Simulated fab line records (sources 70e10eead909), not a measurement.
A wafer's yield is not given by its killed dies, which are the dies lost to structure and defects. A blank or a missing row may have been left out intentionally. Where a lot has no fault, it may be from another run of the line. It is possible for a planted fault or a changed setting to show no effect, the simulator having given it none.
The tool behind it: which one? ; flow nand-harc ; 6 lots with 18 wafers sampled at 5 steps, on a route of 1302 steps

== WHAT THE GAUGES READ, wafer by wafer ==
NHARC_END_SORT_01.
lot;measured;on;defect-limited-yield (%)
L740;day 29 00:48;prober-02;93.9 93.6 93.8

== EACH LOT AND THE TOOL THAT RAN IT (in order: tool; ch and the chambers of the sampled wafers; start) ==
lot;NHARC_P_M1_ETCH_35;NHARC_P_M1_ETCH_28;NHARC_P_M1_DEGAS_29;NHARC_P_M1_CMP_23
L731;rie-diel-03 ch 1,3, day 6 23:06;rie-diel-07 ch 1,2, day 7 00:06 or earlier;pvd-sputter-02, day 7 00:06;cmp-02 ch 1,2, day 7 01:11
L733;rie-diel-07 ch 2,3, day 8 00:05;rie-diel-06 ch 1,3, day 8 01:08 or earlier;pvd-sputter-01, day 8 01:08;cmp-02 ch 0,3, day 8 02:13
L735;rie-diel-06 ch 0,1,2, day 8 21:02;rie-diel-03 ch 0,1,2, day 8 21:59 or earlier;pvd-sputter-03, day 8 21:59;cmp-02 ch 1,2, day 8 23:06
L738;rie-diel-06 ch 1,2, day 9 22:39;rie-diel-03 ch 0,2,3, day 9 23:35 or earlier;pvd-sputter-02, day 9 23:35;cmp-04 ch 1,3, day 10 00:41
L740;rie-diel-06 ch 0,3, day 10 15:07;rie-diel-07 ch 2,3, day 10 16:04 or earlier;pvd-sputter-02, day 10 16:04;cmp-03 ch 2,3, day 10 17:26
L750;rie-diel-06 ch 1,2,3, day 14 23:59;rie-diel-07 ch 2,3, day 15 00:56 or earlier;pvd-sputter-03, day 15 00:56;cmp-03 ch 0,2,3, day 15 02:44
- NHARC_P_M1_ETCH_35: etches the open film in N2/H2, target depth 40 nm, overetch 12 nm, time 43.94 s.
- NHARC_P_M1_ETCH_28: etches the open film in CF4/N2, target depth 30 nm, time 72.99 s.
- NHARC_P_M1_DEGAS_29: time 60 s.
- NHARC_P_M1_CMP_23: polishes, t overpolish 20 s, target thk 157.82 nm.

== THE ANSWER, worked out from the rows above alone ==
Rule: what is usual is taken from the lots themselves. The widest of any qualifying gaps counts: lots, ordered by their means at a reading, are off when they make up no more than a third of the lots, leave a main group of 4 or more, and stand apart from it by 3 or more times the standard deviation of that group's means. Not used: any main group whose means are identical at the precision the tables above print for the reading. A lot without any number at a reading at which 4 lots or more have one is off too. The other lots that the step has rows for count as sound.
Across all readings shown, no lot is off: no conclusion can be drawn from this.

== WHAT THE SIMULATOR PUT IN ==
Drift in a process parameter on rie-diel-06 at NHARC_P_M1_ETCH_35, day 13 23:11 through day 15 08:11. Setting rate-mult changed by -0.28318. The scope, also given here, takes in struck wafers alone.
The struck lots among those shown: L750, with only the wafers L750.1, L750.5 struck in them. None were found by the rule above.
